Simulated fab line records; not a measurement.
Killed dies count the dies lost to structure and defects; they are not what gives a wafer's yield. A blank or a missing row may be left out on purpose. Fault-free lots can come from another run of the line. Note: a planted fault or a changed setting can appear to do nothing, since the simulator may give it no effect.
Matching of chambers || flow n5_finfet || N5_BEOL_M9_CMP_52 on cmp-04: 4 sister chambers
The step polishes, stops on SiCOH lowk, t overpolish 7 s, target thk 140 nm. 14 wafers are shown with their chamber, then 7 later ones without.

WAFERS PAIRED WITH THEIR CHAMBERS
{"wafer": "L447.1", "chamber": 2, "motor_current_A (A)": 6.6, "slurry_filter_dp_kPa (kPa)": 13.51, "barrier_field_endpoint_s (s)": 27.7}
{"wafer": "L447.3", "chamber": 3, "motor_current_A (A)": 5.7, "slurry_filter_dp_kPa (kPa)": 13.60, "barrier_field_endpoint_s (s)": 28.9}
{"wafer": "L447.4", "chamber": 1, "motor_current_A (A)": 5.9, "slurry_filter_dp_kPa (kPa)": 13.67, "barrier_field_endpoint_s (s)": 28.1}
{"wafer": "L452.1", "chamber": 1, "motor_current_A (A)": 6.0, "slurry_filter_dp_kPa (kPa)": 13.57, "barrier_field_endpoint_s (s)": 29.4}
{"wafer": "L452.2", "chamber": 3, "motor_current_A (A)": 5.9, "slurry_filter_dp_kPa (kPa)": 13.44, "barrier_field_endpoint_s (s)": 28.9}
{"wafer": "L452.5", "chamber": 0, "motor_current_A (A)": 6.0, "slurry_filter_dp_kPa (kPa)": 13.62, "barrier_field_endpoint_s (s)": 28.8}
{"wafer": "L461.3", "chamber": 0, "motor_current_A (A)": 5.7, "slurry_filter_dp_kPa (kPa)": 13.50, "barrier_field_endpoint_s (s)": 28.4}
{"wafer": "L461.4", "chamber": 2, "motor_current_A (A)": 6.8, "slurry_filter_dp_kPa (kPa)": 13.27, "barrier_field_endpoint_s (s)": 29.1}
{"wafer": "L461.5", "chamber": 1, "motor_current_A (A)": 6.0, "slurry_filter_dp_kPa (kPa)": 13.49, "barrier_field_endpoint_s (s)": 28.8}
{"wafer": "L462.2", "chamber": 2, "motor_current_A (A)": 6.5, "slurry_filter_dp_kPa (kPa)": 13.53, "barrier_field_endpoint_s (s)": 29.5}
{"wafer": "L462.4", "chamber": 3, "motor_current_A (A)": 6.1, "slurry_filter_dp_kPa (kPa)": 13.73, "barrier_field_endpoint_s (s)": 29.8}
{"wafer": "L462.6", "chamber": 2, "motor_current_A (A)": 6.3, "slurry_filter_dp_kPa (kPa)": 13.62, "barrier_field_endpoint_s (s)": 29.7}
{"wafer": "L464.1", "chamber": 3, "motor_current_A (A)": 5.8, "slurry_filter_dp_kPa (kPa)": 13.70, "barrier_field_endpoint_s (s)": 29.2}
{"wafer": "L464.4", "chamber": 0, "motor_current_A (A)": 5.9, "slurry_filter_dp_kPa (kPa)": 13.35, "barrier_field_endpoint_s (s)": 29.9}

SIGNATURES (averages over the wafers above)
{"reading": "motor_current_A", "chamber 0": 5.867, "chamber 1": 5.967, "chamber 2": 6.550, "chamber 3": 5.875, "scatter within a chamber": 0.165}
{"reading": "slurry_filter_dp_kPa", "chamber 0": 13.4900, "chamber 1": 13.5767, "chamber 2": 13.4825, "chamber 3": 13.6175, "scatter within a chamber": 0.131}
{"reading": "barrier_field_endpoint_s", "chamber 0": 29.033, "chamber 1": 28.767, "chamber 2": 29.000, "chamber 3": 29.200, "scatter within a chamber": 0.709}
Rule: a wafer's distance from a chamber is the root of the sum, over the readings, of the square of ((its reading less the chamber's mean) divided by the reading's scatter). The wafer belongs to the nearest chamber; if the next one is less than 2 further off, it can't be placed. The scatter is the square root of a quotient: the sum, over the shown wafers, of each reading's squared deviation from its chamber's mean, divided by wafers minus chambers.

WAFERS WITH NO CHAMBER GIVEN
{"wafer": "L464.6", "motor_current_A (A)": 6.2, "slurry_filter_dp_kPa (kPa)": 13.63, "barrier_field_endpoint_s (s)": 30.3}
{"wafer": "L466.2", "motor_current_A (A)": 5.8, "slurry_filter_dp_kPa (kPa)": 13.41, "barrier_field_endpoint_s (s)": 29.6}
{"wafer": "L466.3", "motor_current_A (A)": 5.7, "slurry_filter_dp_kPa (kPa)": 13.41, "barrier_field_endpoint_s (s)": 28.4}
{"wafer": "L466.4", "motor_current_A (A)": 6.7, "slurry_filter_dp_kPa (kPa)": 13.44, "barrier_field_endpoint_s (s)": 29.6}
{"wafer": "L468.2", "motor_current_A (A)": 5.9, "slurry_filter_dp_kPa (kPa)": 13.49, "barrier_field_endpoint_s (s)": 28.0}
{"wafer": "L468.3", "motor_current_A (A)": 6.3, "slurry_filter_dp_kPa (kPa)": 13.58, "barrier_field_endpoint_s (s)": 28.2}
{"wafer": "L468.4", "motor_current_A (A)": 5.6, "slurry_filter_dp_kPa (kPa)": 13.44, "barrier_field_endpoint_s (s)": 28.0}

WHICH CHAMBER EACH WENT THROUGH
{"wafer": "L464.6", "from the rows above": "can't be placed: 3 or 1 or 0 or 2", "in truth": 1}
{"wafer": "L466.2", "from the rows above": "can't be placed: 0 or 3 or 1", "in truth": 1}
{"wafer": "L466.3", "from the rows above": "can't be placed: 0 or 1 or 3", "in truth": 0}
{"wafer": "L466.4", "from the rows above": 2, "in truth": 2}
{"wafer": "L468.2", "from the rows above": "can't be placed: 1 or 0 or 3", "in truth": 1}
{"wafer": "L468.3", "from the rows above": "can't be placed: 2 or 1 or 3 or 0", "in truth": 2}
{"wafer": "L468.4", "from the rows above": "can't be placed: 0 or 1 or 3", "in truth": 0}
1 of 7 placed correctly. These rows do not allow placing 6 (true chamber among the candidates in 6). Placed wrongly: 0.
